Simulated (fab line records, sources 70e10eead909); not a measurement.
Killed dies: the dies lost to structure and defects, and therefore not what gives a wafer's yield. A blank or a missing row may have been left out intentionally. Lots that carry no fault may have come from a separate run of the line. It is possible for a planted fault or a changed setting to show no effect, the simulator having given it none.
Which tool was responsible? / flow nandHarc / 39 wafers from 13 lots sampled at 5 of the route's 1159 steps

WHAT THE GAUGES SHOWED, per wafer
NHARC_END_SORT_01.
lot=L210; measured=day 21 01:08; on=prober-02; killedAtArray=16 18 17; killedAtOther=0 0 0; killedAtPeriphery=2 5 1; killedDies=18 23 18; killedOpen=4 6 4; killedShort=4 2 2
lot=L216; measured=day 23 18:58; on=prober-01; killedAtArray=14 23 57; killedAtOther=1 0 1; killedAtPeriphery=8 8 7; killedDies=23 31 65; killedOpen=3 6 1; killedShort=2 3 4

WHAT TOOL EACH LOT RAN ON (gives the tool, then ch and the chambers of the sampled wafers, and finally the start)
lot=L203; NHARC_A_STAIRCASE_ETCH_21=rieDiel-03 ch 0,1, day 10 18:30; NHARC_THIN_TSV_DESCUM_14=rieDiel-02 ch 1,2,3, day 19 10:04; NHARC_THIN_TSV_PVD_19=pvdSputter-02, no start; NHARC_THIN_TSV_PVD_51=pvdSputter-02, no start
lot=L204; NHARC_A_STAIRCASE_ETCH_21=rieDiel-03 ch 0,1,2, day 11 06:54; NHARC_THIN_TSV_DESCUM_14=rieDiel-12 ch 1,3, day 19 06:42; NHARC_THIN_TSV_PVD_19=pvdSputter-01, no start; NHARC_THIN_TSV_PVD_51=pvdSputter-01, no start
lot=L205; NHARC_A_STAIRCASE_ETCH_21=rieDiel-04 ch 1,3, day 11 10:04; NHARC_THIN_TSV_DESCUM_14=rieDiel-12 ch 2,3, day 19 08:25; NHARC_THIN_TSV_PVD_19=pvdSputter-03, no start; NHARC_THIN_TSV_PVD_51=pvdSputter-03, no start
lot=L206; NHARC_A_STAIRCASE_ETCH_21=rieDiel-04 ch 2,3, day 11 10:08; NHARC_THIN_TSV_DESCUM_14=rieDiel-01 ch 2,3, day 19 12:33; NHARC_THIN_TSV_PVD_19=pvdSputter-01, no start; NHARC_THIN_TSV_PVD_51=pvdSputter-01, no start
lot=L207; NHARC_A_STAIRCASE_ETCH_21=rieDiel-13 ch 1,2,3, day 11 17:04; NHARC_THIN_TSV_DESCUM_14=rieDiel-02 ch 0,1,3, day 19 19:58; NHARC_THIN_TSV_PVD_19=pvdSputter-01, no start; NHARC_THIN_TSV_PVD_51=pvdSputter-01, no start
lot=L208; NHARC_A_STAIRCASE_ETCH_21=rieDiel-13 ch 0,1,3, day 12 01:25; NHARC_THIN_TSV_DESCUM_14=rieDiel-02 ch 0,1,2, day 20 01:05; NHARC_THIN_TSV_PVD_19=pvdSputter-02, no start; NHARC_THIN_TSV_PVD_51=pvdSputter-02, no start
lot=L210; NHARC_A_STAIRCASE_ETCH_21=rieDiel-04 ch 0,2, day 12 08:22; NHARC_THIN_TSV_DESCUM_14=rieDiel-12 ch 0,1,2, day 19 21:33; NHARC_THIN_TSV_PVD_19=pvdSputter-03, day 21 01:08 or earlier; NHARC_THIN_TSV_PVD_51=pvdSputter-03, day 21 01:08 or earlier
lot=L213; NHARC_A_STAIRCASE_ETCH_21=rieDiel-03 ch 1,2,3, day 13 03:52; NHARC_THIN_TSV_DESCUM_14=rieDiel-01 ch 0,3, day 21 03:01; NHARC_THIN_TSV_PVD_19=pvdSputter-01, no start; NHARC_THIN_TSV_PVD_51=pvdSputter-01, no start
lot=L216; NHARC_A_STAIRCASE_ETCH_21=rieDiel-13 ch 0,1,2, day 14 20:31; NHARC_THIN_TSV_DESCUM_14=rieDiel-02 ch 0,1,3, day 23 04:31; NHARC_THIN_TSV_PVD_19=pvdSputter-03, day 23 18:58 or earlier; NHARC_THIN_TSV_PVD_51=pvdSputter-03, day 23 18:58 or earlier
lot=L220; NHARC_A_STAIRCASE_ETCH_21=rieDiel-03 ch 2,3, day 15 00:54; NHARC_THIN_TSV_DESCUM_14=rieDiel-01 ch 1,2, day 23 03:18; NHARC_THIN_TSV_PVD_19=pvdSputter-02, no start; NHARC_THIN_TSV_PVD_51=pvdSputter-02, no start
lot=L223; NHARC_A_STAIRCASE_ETCH_21=rieDiel-03 ch 0,1,2, day 16 06:10; NHARC_THIN_TSV_DESCUM_14=rieDiel-12 ch 0,1,2, day 24 00:04; NHARC_THIN_TSV_PVD_19=pvdSputter-03, no start; NHARC_THIN_TSV_PVD_51=pvdSputter-03, no start
lot=L222; NHARC_A_STAIRCASE_ETCH_21=rieDiel-04 ch 0,2,3, day 16 06:25; NHARC_THIN_TSV_DESCUM_14=rieDiel-12 ch 1,2, day 24 03:46; NHARC_THIN_TSV_PVD_19=pvdSputter-02, no start; NHARC_THIN_TSV_PVD_51=pvdSputter-02, no start
lot=L224; NHARC_A_STAIRCASE_ETCH_21=rieDiel-03 ch 0,1,2, day 16 10:54; NHARC_THIN_TSV_DESCUM_14=rieDiel-01 ch 0,1,3, day 24 16:13; NHARC_THIN_TSV_PVD_19=pvdSputter-01, no start; NHARC_THIN_TSV_PVD_51=pvdSputter-01, no start
- NHARC_A_STAIRCASE_ETCH_21: etches the open film in C4F8/O2, target depth 100 nm, time 40.5 s.
- NHARC_THIN_TSV_DESCUM_14: chemistry O2, time 3 s.
- NHARC_THIN_TSV_PVD_19: deposits TaN, target thk 20 nm.
- NHARC_THIN_TSV_PVD_51: deposits Cu, target thk 100 nm.

WHAT THE TOOLS THEMSELVES READ (means of the sampled wafers that have a number; where no wafer has one, the mark that the record gives instead)
NHARC_A_STAIRCASE_ETCH_21.
lot=L203; tool=rieDiel-03; biasW (W)=998; oesProductAu (a.u.)=0.954; rfVppV (V)=892
lot=L204; tool=rieDiel-03; biasW (W)=997; oesProductAu (a.u.)=0.937; rfVppV (V)=890
lot=L205; tool=rieDiel-04; biasW (W)=1000; oesProductAu (a.u.)=0.930; rfVppV (V)=891
lot=L206; tool=rieDiel-04; biasW (W)=998; oesProductAu (a.u.)=0.955; rfVppV (V)=895
lot=L207; tool=rieDiel-13; biasW (W)=999; oesProductAu (a.u.)=0.923; rfVppV (V)=894
lot=L208; tool=rieDiel-13; biasW (W)=1002; oesProductAu (a.u.)=0.935; rfVppV (V)=891
lot=L210; tool=rieDiel-04; biasW (W)=1002; oesProductAu (a.u.)=0.924; rfVppV (V)=899
lot=L213; tool=rieDiel-03; biasW (W)=999; oesProductAu (a.u.)=0.945; rfVppV (V)=893
lot=L216; tool=rieDiel-13; biasW (W)=1002; oesProductAu (a.u.)=0.930; rfVppV (V)=896
lot=L220; tool=rieDiel-03; biasW (W)=999; oesProductAu (a.u.)=0.927; rfVppV (V)=896
lot=L223; tool=rieDiel-03; biasW (W)=999; oesProductAu (a.u.)=0.918; rfVppV (V)=890
lot=L222; tool=rieDiel-04; biasW (W)=996; oesProductAu (a.u.)=0.931; rfVppV (V)=894
lot=L224; tool=rieDiel-03; biasW (W)=999; oesProductAu (a.u.)=0.921; rfVppV (V)=890

NHARC_THIN_TSV_DESCUM_14.
lot=L203; tool=rieDiel-02; drypumpMotorCurrentA (A)=6.1; oesProductAu (a.u.)=1.002; rfVppV (V)=58.2; showerheadPlenumPTorr (Torr)=1.94; throttleValvePct (%)=11.299
lot=L204; tool=rieDiel-12; drypumpMotorCurrentA (A)=5.5; oesProductAu (a.u.)=0.998; rfVppV (V)=57.9; showerheadPlenumPTorr (Torr)=1.87; throttleValvePct (%)=11.309
lot=L205; tool=rieDiel-12; drypumpMotorCurrentA (A)=5.4; oesProductAu (a.u.)=0.964; rfVppV (V)=57.5; showerheadPlenumPTorr (Torr)=1.83; throttleValvePct (%)=11.303
lot=L206; tool=rieDiel-01; drypumpMotorCurrentA (A)=5.9; oesProductAu (a.u.)=0.998; rfVppV (V)=58.2; showerheadPlenumPTorr (Torr)=1.94; throttleValvePct (%)=11.310
lot=L207; tool=rieDiel-02; drypumpMotorCurrentA (A)=6.0; oesProductAu (a.u.)=1.012; rfVppV (V)=58.8; showerheadPlenumPTorr (Torr)=1.93; throttleValvePct (%)=11.303
lot=L208; tool=rieDiel-02; drypumpMotorCurrentA (A)=6.1; oesProductAu (a.u.)=0.994; rfVppV (V)=57.6; showerheadPlenumPTorr (Torr)=1.97; throttleValvePct (%)=11.306
lot=L210; tool=rieDiel-12; drypumpMotorCurrentA (A)=5.7; oesProductAu (a.u.)=0.988; rfVppV (V)=57.7; showerheadPlenumPTorr (Torr)=1.90; throttleValvePct (%)=11.311
lot=L213; tool=rieDiel-01; drypumpMotorCurrentA (A)=6.0; oesProductAu (a.u.)=0.996; rfVppV (V)=58.7; showerheadPlenumPTorr (Torr)=1.97; throttleValvePct (%)=11.306
lot=L216; tool=rieDiel-02; drypumpMotorCurrentA (A)=6.1; oesProductAu (a.u.)=0.999; rfVppV (V)=57.3; showerheadPlenumPTorr (Torr)=1.93; throttleValvePct (%)=11.304
lot=L220; tool=rieDiel-01; drypumpMotorCurrentA (A)=5.6; oesProductAu (a.u.)=0.980; rfVppV (V)=58.1; showerheadPlenumPTorr (Torr)=1.97; throttleValvePct (%)=11.317
lot=L223; tool=rieDiel-12; drypumpMotorCurrentA (A)=5.7; oesProductAu (a.u.)=0.999; rfVppV (V)=57.9; showerheadPlenumPTorr (Torr)=1.90; throttleValvePct (%)=11.314
lot=L222; tool=rieDiel-12; drypumpMotorCurrentA (A)=5.6; oesProductAu (a.u.)=0.987; rfVppV (V)=56.9; showerheadPlenumPTorr (Torr)=1.88; throttleValvePct (%)=11.315
lot=L224; tool=rieDiel-01; drypumpMotorCurrentA (A)=5.8; oesProductAu (a.u.)=0.989; rfVppV (V)=57.0; showerheadPlenumPTorr (Torr)=1.95; throttleValvePct (%)=11.311

NHARC_THIN_TSV_PVD_19.
lot=L203; tool=pvdSputter-02; chamberPressurePa (Pa)=4.993; throttleValvePct (%)=29.8
lot=L204; tool=pvdSputter-01; chamberPressurePa (Pa)=5.006; throttleValvePct (%)=30.3
lot=L205; tool=pvdSputter-03; chamberPressurePa (Pa)=5.000; throttleValvePct (%)=30.8
lot=L206; tool=pvdSputter-01; chamberPressurePa (Pa)=4.999; throttleValvePct (%)=30.2
lot=L207; tool=pvdSputter-01; chamberPressurePa (Pa)=4.996; throttleValvePct (%)=30.0
lot=L208; tool=pvdSputter-02; chamberPressurePa (Pa)=4.992; throttleValvePct (%)=30.3
lot=L210; tool=pvdSputter-03; chamberPressurePa (Pa)=5.002; throttleValvePct (%)=30.8
lot=L213; tool=pvdSputter-01; chamberPressurePa (Pa)=4.995; throttleValvePct (%)=29.9
lot=L216; tool=pvdSputter-03; chamberPressurePa (Pa)=4.997; throttleValvePct (%)=30.3
lot=L220; tool=pvdSputter-02; chamberPressurePa (Pa)=4.997; throttleValvePct (%)=30.1
lot=L223; tool=pvdSputter-03; chamberPressurePa (Pa)=5.004; throttleValvePct (%)=30.3
lot=L222; tool=pvdSputter-02; chamberPressurePa (Pa)=4.986; throttleValvePct (%)=28.9
lot=L224; tool=pvdSputter-01; chamberPressurePa (Pa)=4.999; throttleValvePct (%)=29.9

NHARC_THIN_TSV_PVD_51.
lot=L203; tool=pvdSputter-02; chamberPressurePa (Pa)=5.001; throttleValvePct (%)=29.7
lot=L204; tool=pvdSputter-01; chamberPressurePa (Pa)=5.001; throttleValvePct (%)=30.5
lot=L205; tool=pvdSputter-03; chamberPressurePa (Pa)=5.000; throttleValvePct (%)=29.9
lot=L206; tool=pvdSputter-01; chamberPressurePa (Pa)=5.018; throttleValvePct (%)=30.0
lot=L207; tool=pvdSputter-01; chamberPressurePa (Pa)=5.006; throttleValvePct (%)=29.9
lot=L208; tool=pvdSputter-02; chamberPressurePa (Pa)=4.996; throttleValvePct (%)=30.0
lot=L210; tool=pvdSputter-03; chamberPressurePa (Pa)=4.993; throttleValvePct (%)=30.4
lot=L213; tool=pvdSputter-01; chamberPressurePa (Pa)=5.008; throttleValvePct (%)=30.4
lot=L216; tool=pvdSputter-03; chamberPressurePa (Pa)=4.997; throttleValvePct (%)=29.9
lot=L220; tool=pvdSputter-02; chamberPressurePa (Pa)=5.010; throttleValvePct (%)=29.3
lot=L223; tool=pvdSputter-03; chamberPressurePa (Pa)=5.013; throttleValvePct (%)=30.1
lot=L222; tool=pvdSputter-02; chamberPressurePa (Pa)=4.993; throttleValvePct (%)=30.0
lot=L224; tool=pvdSputter-01; chamberPressurePa (Pa)=5.004; throttleValvePct (%)=29.5

THE ANSWER, worked out from the rows above alone
Rule: usual is defined by the lots themselves. The widest of any qualifying gaps counts: lots, ordered by their means at a reading, are off when they make up no more than a third of the lots, leave a main group of 4 or more, and stand apart from it by 3 or more times the standard deviation of that group's means. Not used: any main group whose means are identical at the precision the tables above print for the reading. A lot without any number at a reading at which 4 lots or more have one is off too. All remaining lots with rows at the step are treated as sound. First the gauges in route order, then the tools' own readings, where a lot's mean is used as printed above. At the first step where some lot is off, the reading lying furthest off is the one used; lots without a number count as furthest.
Across all readings shown, no lot is off: no conclusion can be drawn from this.

WHAT THE SIMULATOR HAD INSERTED
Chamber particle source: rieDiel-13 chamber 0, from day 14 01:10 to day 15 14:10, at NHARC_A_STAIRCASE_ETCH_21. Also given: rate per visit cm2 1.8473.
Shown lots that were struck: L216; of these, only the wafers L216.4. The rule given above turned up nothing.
